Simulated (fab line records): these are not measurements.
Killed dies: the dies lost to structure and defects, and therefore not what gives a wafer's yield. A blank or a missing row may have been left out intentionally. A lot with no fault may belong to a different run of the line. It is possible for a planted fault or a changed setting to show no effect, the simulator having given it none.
Matching of chambers	flow n5_finfet	N5_SDB_CMP_30 on cmp-01 has 4 sister chambers
The step polishes, stops on poly-Si, t overpolish 1.54 s, target thk 30 nm. 24 wafers are shown with their chamber, then 12 later ones without.

## WAFERS, EACH WITH ITS CHAMBER
wafer	chamber	motor_current_A (A)	slurry_filter_dp_kPa (kPa)	time_to_endpoint_s (s)
L074.4	3	13.3	13.46	17.7
L074.5	3	12.9	13.55	22.1
L074.6	2	16.0	13.24	18.6
L075.2	3	13.0	13.50	16.7
L075.4	2	16.3	13.41	16.8
L075.6	2	16.6	13.40	16.3
L076.2	0	12.8	13.45	16.9
L076.3	3	12.7	13.64	17.8
L076.5	1	15.0	13.52	21.0
L077.1	0	13.7	13.21	16.0
L077.2	3	13.0	13.38	20.0
L077.5	1	15.1	13.84	19.1
L078.2	3	13.1	13.49	19.1
L078.5	1	14.8	13.64	18.1
L078.6	0	13.6	13.36	16.8
L080.2	2	15.4	13.06	15.6
L080.5	3	13.6	13.36	18.1
L080.6	0	13.5	13.61	13.4
L084.2	3	14.1	13.53	18.8
L084.4	1	15.3	13.61	18.8
L084.6	0	12.6	13.61	15.6
L085.1	1	14.5	13.72	17.1
L085.2	3	13.6	13.30	19.3
L085.6	1	15.5	13.60	18.6

SIGNATURES (means of the wafers above)
reading	chamber 0	chamber 1	chamber 2	chamber 3	scatter within a chamber
motor_current_A	13.240	15.033	16.075	13.256	0.446
slurry_filter_dp_kPa	13.4480	13.6550	13.2775	13.4678	0.132
time_to_endpoint_s	15.740	18.783	16.825	18.844	1.43
Rule: a wafer lies at a distance from a chamber equal to the root of the sum of squares, over the readings, of (its reading less the chamber's mean, divided by the reading's scatter). The wafer belongs to the nearest chamber; if the next one is less than 2 further off, it can't be placed. The scatter: the root of (the sum of the squares of (reading less its chamber's mean) over the shown wafers, divided by (wafers less chambers)).

## WAFERS MISSING THEIR CHAMBER
wafer	motor_current_A (A)	slurry_filter_dp_kPa (kPa)	time_to_endpoint_s (s)
L090.3	15.1	13.59	16.1
L090.4	16.3	13.67	17.3
L090.5	16.1	13.69	18.4
L092.1	13.6	13.46	16.3
L092.2	16.1	13.75	16.5
L092.3	15.1	13.52	20.2
L093.2	14.8	13.54	18.6
L093.3	13.7	13.58	14.0
L093.4	16.9	13.30	16.8
L096.1	15.2	13.28	20.4
L096.2	13.0	13.32	15.9
L096.4	16.0	13.59	16.5

## THE CHAMBER EACH PASSED THROUGH
wafer	from the rows above	in truth
L090.3	can't be placed: 1 or 2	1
L090.4	can't be placed: 1 or 2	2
L090.5	can't be placed: 1 or 2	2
L092.1	can't be placed: 0 or 3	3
L092.2	can't be placed: 1 or 2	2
L092.3	1	1
L093.2	1	1
L093.3	can't be placed: 0 or 3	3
L093.4	2	2
L096.1	can't be placed: 1 or 2 or 3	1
L096.2	can't be placed: 0 or 3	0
L096.4	can't be placed: 2 or 1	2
3 of 12 placed correctly. Unplaceable from these rows: 9, with the true chamber sitting among the candidates in 9. Number placed wrongly: 0.
